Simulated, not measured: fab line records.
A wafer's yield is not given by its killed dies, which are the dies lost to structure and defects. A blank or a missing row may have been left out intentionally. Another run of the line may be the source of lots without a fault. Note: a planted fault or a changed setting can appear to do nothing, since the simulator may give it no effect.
Chamber matching ; flow n5Finfet ; 3 sister chambers for N5_BEOL_M7_DEP_56 on pecvd-02
The step deposits SiCN from 3MS/NH3, target thk 10 nm, time 17.5 s. 3 wafers are shown with their chamber, then 9 later ones without.

== WAFERS, EACH WITH ITS CHAMBER ==
wafer;chamber;throttleValvePct (%)
L078.5;0;10.0
L089.1;2;9.5
L089.5;1;9.0

== WAFERS WITH NO CHAMBER GIVEN ==
wafer;throttleValvePct (%)
L091.1;9.3
L091.2;9.7
L091.5;9.9
L090.1;9.9
L090.3;9.1
L090.4;9.0
L095.2;9.9
L095.3;8.9
L095.4;9.7

== EACH ONE'S CHAMBER ==
wafer;from the rows above;in truth
L091.1;can't be placed: 2 or 1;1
L091.2;can't be placed: 2 or 0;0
L091.5;0;0
L090.1;0;0
L090.3;1;1
L090.4;1;1
L095.2;0;0
L095.3;1;1
L095.4;can't be placed: 2 or 0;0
Correctly placed: 6 of 9. Can't be placed from these rows: 3 (the true chamber is among the candidates in 3). Placed wrongly: 0.
How it was worked out, from the rows above alone: a wafer's distance from a chamber is the root of the sum, over the readings, of the square of ((its reading less the chamber's mean) divided by the reading's scatter). The wafer belongs to the nearest chamber; if the next one is less than 2 further off, it can't be placed. A chamber's mean is the mean of its shown wafers. The scatter: root of mean squared gap, hidden wafer to nearest shown wafer, with one shown wafer a chamber.
